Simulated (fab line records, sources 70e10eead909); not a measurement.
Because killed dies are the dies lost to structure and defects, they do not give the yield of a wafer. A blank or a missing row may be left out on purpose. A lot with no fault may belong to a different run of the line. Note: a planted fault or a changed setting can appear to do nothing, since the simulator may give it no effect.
The tool behind it: which one? | flow nandHarc | 13 lots with 39 wafers sampled at 5 steps, on a route of 1159 steps

## WHAT EACH GAUGE READ, for each wafer
NHARC_END_SORT_01. Usual: killedAtArray 26, standard deviation 9.7; killedAtOther 1.0, standard deviation 1.2; killedAtPeriphery 3.9, standard deviation 2.6; killedDies 31, standard deviation 9.7; killedOpen 3.2, standard deviation 1.8; killedShort 2.0, standard deviation 1.3.
lot  | measured     | on        | killedAtArray | killedAtOther | killedAtPeriphery | killedDies | killedOpen | killedShort | flag
L749 | day 22 00:55 | prober-01 | 91 78 78      | 3 1 2         | 3 8 5             | 97 87 85   | 1 4 4      | 2 3 4       | OFF
L750 | day 22 10:20 | prober-01 | 89 85 92      | 0 0 0         | 5 7 7             | 94 92 99   | 2 0 5      | 2 0 1       | OFF

## WHICH TOOL RAN EACH LOT (tool, then ch and the chambers of the sampled wafers, then the start)
lot  | NHARC_A_CONTACT_ETCH_117           | NHARC_A_BONDPAD_PVD_17                 | NHARC_THIN_TSV_CMP_01         | NHARC_THIN_TSV_DESCUM_35
L737 | harCapEtch-02 ch 0,1, day 16 11:46 | pvdSputter-03, day 18 19:59 or earlier | cmp-03 ch 1,2,3, day 18 19:59 | rieDiel-06 ch 0,1,2, day 19 03:38
L740 | harCapEtch-03 ch 0,1, day 16 14:10 | pvdSputter-03, day 18 18:46 or earlier | cmp-02 ch 1,2,3, day 18 18:46 | rieDiel-10 ch 0,2,3, day 19 02:31
L738 | harCapEtch-03 ch 0,1, day 16 17:18 | pvdSputter-01, day 18 21:10 or earlier | cmp-01 ch 0,1,3, day 18 21:10 | rieDiel-10 ch 0,1,2, day 19 05:17
L739 | harCapEtch-03 ch 1, day 16 21:59   | pvdSputter-02, day 18 22:22 or earlier | cmp-01 ch 0,1, day 18 22:22   | rieDiel-10 ch 0,2,3, day 19 05:44
L741 | harCapEtch-02 ch 0,1, day 17 03:00 | pvdSputter-03, day 19 05:52 or earlier | cmp-01 ch 0,1,2, day 19 05:52 | rieDiel-06 ch 1,3, day 19 13:19
L742 | harCapEtch-01 ch 0,1, day 17 22:29 | pvdSputter-01, day 20 05:39 or earlier | cmp-03 ch 0,1, day 20 05:39   | rieDiel-10 ch 1,2, day 20 12:59
L743 | harCapEtch-01 ch 0,1, day 18 10:35 | pvdSputter-02, day 20 16:07 or earlier | cmp-02 ch 0,1, day 20 16:07   | rieDiel-06 ch 0,1,3, day 20 23:50
L749 | harCapEtch-01 ch 0,1, day 19 07:37 | pvdSputter-03, day 21 10:26 or earlier | cmp-01 ch 0,2,3, day 21 10:26 | rieDiel-06 ch 1,2,3, day 21 17:47
L750 | harCapEtch-01 ch 0,1, day 19 11:27 | pvdSputter-02, day 21 08:02 or earlier | cmp-03 ch 2,3, day 21 08:02   | rieDiel-10 ch 2,3, day 21 15:20
L754 | harCapEtch-02 ch 0,1, day 20 08:01 | pvdSputter-03, day 22 22:20 or earlier | cmp-02 ch 0,2,3, day 22 22:20 | rieDiel-08 ch 1,2, day 23 06:05
L753 | harCapEtch-02 ch 0,1, day 20 15:08 | pvdSputter-01, day 22 21:10 or earlier | cmp-03 ch 0,1,3, day 22 21:10 | rieDiel-06 ch 1,2,3, day 23 05:25
L756 | harCapEtch-03 ch 0,1, day 20 22:16 | pvdSputter-03, day 23 05:13 or earlier | cmp-03 ch 1,2,3, day 23 05:13 | rieDiel-10 ch 0,2,3, day 23 12:41
L760 | harCapEtch-02 ch 0,1, day 22 05:29 | pvdSputter-01, day 24 11:16 or earlier | cmp-03 ch 0,1,3, day 24 11:16 | rieDiel-10 ch 0,1,3, day 24 18:47
- NHARC_A_CONTACT_ETCH_117: etches the open film in C4F8/O2/Ar, time 94 s, target depth 922 nm.
- NHARC_A_BONDPAD_PVD_17: deposits TaN, target thk 5 nm, time 8.06 s.
- NHARC_THIN_TSV_CMP_01: polishes.
- NHARC_THIN_TSV_DESCUM_35: chemistry O2, time 3 s.

## WHAT THE TOOLS THEMSELVES READ (means of the sampled wafers that have a number; where no wafer has one, the mark that the record gives instead)
NHARC_A_BONDPAD_PVD_17. Usual: biasV 168.6 V, standard deviation 1.8; throttleValvePct 30.3 %, standard deviation 1.2.
lot  | tool          | biasV (V) | throttleValvePct (%) | flag
L737 | pvdSputter-03 | 168.2     | 32.4                 | 
L740 | pvdSputter-03 | 168.8     | 31.4                 | 
L738 | pvdSputter-01 | 167.9     | 29.1                 | 
L739 | pvdSputter-02 | 167.7     | 30.8                 | 
L741 | pvdSputter-03 | 169.7     | 32.5                 | 
L742 | pvdSputter-01 | 169.3     | 29.3                 | 
L743 | pvdSputter-02 | 168.9     | 29.3                 | 
L749 | pvdSputter-03 | 168.8     | 31.8                 | 
L750 | pvdSputter-02 | 166.0     | 30.4                 | 
L754 | pvdSputter-03 | 168.1     | 30.5                 | 
L753 | pvdSputter-01 | 166.6     | 29.5                 | 
L756 | pvdSputter-03 | 168.4     | 30.8                 | 
L760 | pvdSputter-01 | 168.9     | 29.4                 | 

NHARC_THIN_TSV_CMP_01. Usual: edgeZonePressureFrac 0.999, standard deviation 0.0047; motorCurrentA 12.1 A, standard deviation 1.4.
lot  | tool   | edgeZonePressureFrac | motorCurrentA (A) | flag
L737 | cmp-03 | 1.002                | 10.8              | 
L740 | cmp-02 | 0.998                | 12.1              | 
L738 | cmp-01 | 0.997                | 13.2              | 
L739 | cmp-01 | 1.002                | 13.8              | 
L741 | cmp-01 | 0.998                | 13.1              | 
L742 | cmp-03 | 1.001                | 11.6              | 
L743 | cmp-02 | 0.992                | 13.2              | 
L749 | cmp-01 | 0.999                | 11.8              | 
L750 | cmp-03 | 1.001                | 10.6              | 
L754 | cmp-02 | 1.002                | 12.0              | 
L753 | cmp-03 | 0.998                | 11.2              | 
L756 | cmp-03 | 1.002                | 10.6              | 
L760 | cmp-03 | 1.000                | 11.2              | 

NHARC_THIN_TSV_DESCUM_35. Usual: drypumpMotorCurrentA 5.5 A, standard deviation 0.56; oesProductAu 1.002 a.u., standard deviation 0.011; rfVppV 57.8 V, standard deviation 0.93; showerheadPlenumPTorr 1.92 Torr, standard deviation 0.078; throttleValvePct 11.311 %, standard deviation 0.0096.
lot  | tool       | drypumpMotorCurrentA (A) | oesProductAu (a.u.) | rfVppV (V) | showerheadPlenumPTorr (Torr) | throttleValvePct (%) | flag
L737 | rieDiel-06 | 5.2                      | 1.000               | 57.6       | 1.98                         | 11.310               | 
L740 | rieDiel-10 | 5.7                      | 0.988               | 57.6       | 1.87                         | 11.309               | 
L738 | rieDiel-10 | 5.5                      | 0.997               | 58.3       | 1.92                         | 11.317               | 
L739 | rieDiel-10 | 5.7                      | 0.996               | 57.5       | 1.87                         | 11.311               | 
L741 | rieDiel-06 | 5.3                      | 1.016               | 57.9       | 1.98                         | 11.305               | 
L742 | rieDiel-10 | 5.7                      | 1.005               | 57.0       | 1.90                         | 11.310               | 
L743 | rieDiel-06 | 5.4                      | 1.005               | 58.2       | 1.98                         | 11.314               | 
L749 | rieDiel-06 | 5.6                      | 0.998               | 57.6       | 1.93                         | 11.307               | 
L750 | rieDiel-10 | 6.0                      | 1.006               | 58.4       | 1.85                         | 11.310               | 
L754 | rieDiel-08 | 5.8                      | 1.001               | 57.3       | 1.81                         | 11.303               | 
L753 | rieDiel-06 | 5.6                      | 1.000               | 57.6       | 1.93                         | 11.318               | 
L756 | rieDiel-10 | 5.8                      | 0.984               | 57.4       | 1.87                         | 11.304               | 
L760 | rieDiel-10 | 5.2                      | 1.010               | 57.2       | 1.93                         | 11.304               | 

## THE ANSWER, worked out from the rows above alone
Rule: lot off if the mean of its wafers having a number is beyond 3 standard deviations from the usual mean. Also off: a lot with no number at a reading for which 4 or more lots have one. Where the step has rows for the other lots, those lots are counted as sound. Order of review: gauges by route order, followed by the tools' own readings, for which a lot's mean as printed above is used. At the first step where some lot is off, the reading lying furthest off is the one used; lots without a number count as furthest.
Off, at NHARC_END_SORT_01 on killedDies: L749, L750. Neither off nor sound, because the step has no rows for them: L737, L740, L738, L739, L741, L742, L743, L754, L753, L756, L760.
A tool fits if, at a process step before that reading, it ran every lot that is off, and no sound lot after the first of them. Gauges at NHARC_END_SORT_01: tried the same way as those tools. NHARC_A_BONDPAD_PVD_17 gives no start for some lots, so the hours and the order of its lots are those of NHARC_THIN_TSV_CMP_01. Undecided on this evidence; 2 tools fit (harCapEtch-01 at NHARC_A_CONTACT_ETCH_117, prober-01 at NHARC_END_SORT_01).

## WHAT WAS PUT IN BY THE SIMULATOR
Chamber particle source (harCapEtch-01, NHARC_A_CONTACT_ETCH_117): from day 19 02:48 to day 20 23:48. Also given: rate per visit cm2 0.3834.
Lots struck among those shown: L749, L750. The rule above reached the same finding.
